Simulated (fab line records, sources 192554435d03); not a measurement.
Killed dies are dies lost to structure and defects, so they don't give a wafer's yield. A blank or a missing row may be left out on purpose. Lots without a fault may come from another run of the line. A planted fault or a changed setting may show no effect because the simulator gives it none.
Tool commonality check | flow n5_finfet | 15 lots, 45 wafers sampled

WHY IT WAS OPENED
At N5_SD_EPI_P_EPI_MEAS_23 the reading thk_nm is flagged on 3 of 15 lots. Wafers without a fault read 61.0 nm, standard deviation 1.3.
Rule: a lot is flagged when every wafer of it that has a number lies more than 4 standard deviations from that mean, or none has a number. The other lots count as sound.

lot  | measured    | on            | thk_nm (nm), wafer by wafer | flag
L323 | day 3 18:09 | film_metro-01 | 60.5 61.4 62.6              |
L324 | day 4 07:07 | film_metro-02 | 62.1 61.3 61.7              |
L325 | day 4 15:04 | film_metro-01 | 60.4 59.9 62.8              |
L326 | day 4 16:04 | film_metro-01 | 59.6 62.3 59.8              |
L327 | day 4 19:47 | film_metro-02 | 60.9 61.7 62.1              |
L330 | day 5 12:06 | film_metro-02 | 3.0 1.7 0.1                 | FLAGGED
L331 | day 5 19:44 | film_metro-01 | 1.8 2.3 2.1                 | FLAGGED
L332 | day 6 01:05 | film_metro-02 | 0.3 1.5 0.7                 | FLAGGED
L335 | day 6 21:01 | film_metro-01 | 60.8 59.9 61.3              |
L338 | day 7 15:09 | film_metro-01 | 63.5 63.5 62.2              |
L339 | day 7 22:46 | film_metro-02 | 62.7 63.6 61.6              |
L340 | day 8 00:22 | film_metro-02 | 60.5 58.6 62.0              |
L342 | day 8 07:49 | film_metro-01 | 63.2 60.2 63.7              |
L343 | day 8 15:49 | film_metro-01 | 59.1 60.3 60.0              |
L344 | day 9 02:25 | film_metro-02 | 59.4 59.0 59.5              |
The numbers of the flagged lots are 1.5 nm on average: -59.5 nm against the usual, or -46 standard deviations.

WHICH TOOL RAN EACH LOT
The record holds 3 process steps before the reading, out of a route of 1938 steps. In each cell: the tool, then ch and the chambers that the sampled wafers went through, then the start.
lot  | flag    | N5_SD_EPI_P_ETCH_37               | N5_SD_EPI_P_ETCH_47               | N5_SD_EPI_P_PRECLEAN_51
L323 |         | rie_diel-05 ch 2,3, day 3 14:19   | rie_diel-05 ch 2,3, day 3 14:45   | epi_rpcvd-04 ch 0, day 3 15:38
L324 |         | rie_diel-01 ch 0,1,3, day 4 03:40 | rie_diel-01 ch 0,1,3, day 4 04:05 | epi_rpcvd-02 ch 0, day 4 04:34
L325 |         | rie_diel-01 ch 1,2,3, day 4 09:38 | rie_diel-01 ch 1,2,3, day 4 10:04 | epi_rpcvd-01 ch 0, day 4 10:38
L326 |         | rie_diel-05 ch 0,1, day 4 11:20   | rie_diel-05 ch 0,1, day 4 11:46   | epi_rpcvd-04 ch 0, day 4 13:31
L327 |         | rie_diel-01 ch 0,2,3, day 4 15:29 | rie_diel-01 ch 0,2,3, day 4 15:54 | epi_rpcvd-01 ch 0, day 4 16:28
L330 | FLAGGED | rie_diel-06 ch 0,1,3, day 5 07:48 | rie_diel-06 ch 0,1,3, day 5 08:14 | epi_rpcvd-01, day 5 08:44
L331 | FLAGGED | rie_diel-01 ch 2,3, day 5 16:16   | rie_diel-01 ch 2,3, day 5 16:41   | epi_rpcvd-04, day 5 17:12
L332 | FLAGGED | rie_diel-06 ch 1,2,3, day 5 20:45 | rie_diel-06 ch 1,2,3, day 5 21:10 | epi_rpcvd-01, day 5 21:40
L335 |         | rie_diel-01 ch 0,2,3, day 6 17:32 | rie_diel-01 ch 0,2,3, day 6 17:57 | epi_rpcvd-02 ch 0, day 6 18:28
L338 |         | rie_diel-06 ch 1,2, day 7 11:42   | rie_diel-06 ch 1,2, day 7 12:07   | epi_rpcvd-01 ch 0, day 7 12:36
L339 |         | rie_diel-01 ch 1,3, day 7 19:18   | rie_diel-01 ch 1,3, day 7 19:44   | epi_rpcvd-01 ch 0, day 7 20:14
L340 |         | rie_diel-06 ch 0,1,2, day 7 20:55 | rie_diel-06 ch 0,1,2, day 7 21:20 | epi_rpcvd-04 ch 0, day 7 21:50
L342 |         | rie_diel-05 ch 1,2, day 8 04:21   | rie_diel-05 ch 1,2, day 8 04:47   | epi_rpcvd-01 ch 0, day 8 05:17
L343 |         | rie_diel-06 ch 0,1,3, day 8 11:30 | rie_diel-06 ch 0,1,3, day 8 11:55 | epi_rpcvd-04 ch 0, day 8 12:23
L344 |         | rie_diel-05 ch 0,2,3, day 8 22:58 | rie_diel-05 ch 0,2,3, day 8 23:24 | epi_rpcvd-02 ch 0, day 8 23:52
What these steps do:
- N5_SD_EPI_P_ETCH_37: etches SOC in N2/H2, overetch 108 nm, time 486 s.
- N5_SD_EPI_P_ETCH_47: etches SiOCN in CH3F/O2, target depth 25 nm.
- N5_SD_EPI_P_PRECLEAN_51: cleans in NF3:NH3, afs cycles 1, time 20 s, sublimation time 60 s.
- N5_SD_EPI_P_EPI_MEAS_23

FLAGGED OVER TOTAL, TOOL BY TOOL (the gauges that took the reading come last)
step                    | tool          | lots run | flagged | share of the flagged lots | sound lots run after its first flagged lot
N5_SD_EPI_P_ETCH_37     | rie_diel-01   | 6        | 1       | some                      | 2 (L335,L339)
N5_SD_EPI_P_ETCH_37     | rie_diel-05   | 4        | 0       | none                      | -
N5_SD_EPI_P_ETCH_37     | rie_diel-06   | 5        | 2       | some                      | 3 (L338,L340,L343)
N5_SD_EPI_P_ETCH_47     | rie_diel-01   | 6        | 1       | some                      | 2 (L335,L339)
N5_SD_EPI_P_ETCH_47     | rie_diel-05   | 4        | 0       | none                      | -
N5_SD_EPI_P_ETCH_47     | rie_diel-06   | 5        | 2       | some                      | 3 (L338,L340,L343)
N5_SD_EPI_P_PRECLEAN_51 | epi_rpcvd-01  | 7        | 2       | some                      | 3 (L338,L339,L342)
N5_SD_EPI_P_PRECLEAN_51 | epi_rpcvd-02  | 3        | 0       | none                      | -
N5_SD_EPI_P_PRECLEAN_51 | epi_rpcvd-04  | 5        | 1       | some                      | 2 (L340,L343)
N5_SD_EPI_P_EPI_MEAS_23 | film_metro-01 | 8        | 1       | some                      | 4 (L335,L338,L342,L343)
N5_SD_EPI_P_EPI_MEAS_23 | film_metro-02 | 7        | 2       | some                      | 3 (L339,L340,L344)

WHAT THE TABLE ALLOWS
No row of the table ran every flagged lot.

WHAT THE SIMULATOR HAD PUT IN
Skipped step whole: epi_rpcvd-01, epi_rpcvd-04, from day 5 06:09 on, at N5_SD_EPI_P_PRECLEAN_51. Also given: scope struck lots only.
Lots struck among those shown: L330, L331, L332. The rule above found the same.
